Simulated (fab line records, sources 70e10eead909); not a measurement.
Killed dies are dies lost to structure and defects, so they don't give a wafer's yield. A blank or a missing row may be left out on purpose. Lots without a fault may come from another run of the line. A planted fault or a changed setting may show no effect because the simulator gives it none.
Chamber matching | flow nand_harc | NHARC_A_CONTACT_STRIP_26 on rie_diel-13: 4 sister chambers
The step strips in O2. 8 wafers are shown with their chamber, then 9 later ones without.

WAFERS WITH THEIR CHAMBER
wafer  | chamber | showerhead_plenum_p_Torr (Torr) | oes_product_au (a.u.)
L963.6 | 1       | 3.35                            | 0.999
L973.6 | 2       | 3.33                            | 0.983
L974.2 | 0       | 3.79                            | 0.995
L974.3 | 2       | 3.33                            | 0.975
L974.4 | 3       | 3.48                            | 0.988
L976.2 | 3       | 3.48                            | 0.993
L976.3 | 0       | 3.79                            | 0.999
L976.5 | 1       | 3.34                            | 1.001

WAFERS WITHOUT THEIR CHAMBER
wafer  | showerhead_plenum_p_Torr (Torr) | oes_product_au (a.u.)
L977.1 | 3.79                            | 1.007
L977.2 | 3.34                            | 1.003
L977.3 | 3.48                            | 0.996
L978.1 | 3.34                            | 1.000
L978.2 | 3.48                            | 0.995
L978.4 | 3.32                            | 1.002
L979.2 | 3.48                            | 0.988
L979.4 | 3.34                            | 0.988
L979.6 | 3.48                            | 0.991

WHICH CHAMBER EACH WENT THROUGH
wafer  | from the rows above     | in truth
L977.1 | 0                       | 0
L977.2 | 1                       | 1
L977.3 | 3                       | 3
L978.1 | 1                       | 1
L978.2 | 3                       | 3
L978.4 | can't be placed: 2 or 1 | 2
L979.2 | 3                       | 3
L979.4 | can't be placed: 1 or 2 | 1
L979.6 | 3                       | 3
Placed correctly: 7 of 9. Can't be placed from these rows: 2 (the true chamber is among the candidates in 2). Placed wrongly: 0.
How it was worked out, from the rows above alone: a wafer's distance from a chamber is the root of the sum, over the readings, of the square of ((its reading less the chamber's mean) divided by the reading's scatter). The wafer belongs to the nearest chamber; if the next one is less than 2 further off, it can't be placed. A chamber's mean is the mean of its shown wafers. The scatter: the root of (the sum of the squares of (reading less its chamber's mean) over the shown wafers, divided by (wafers less chambers)).
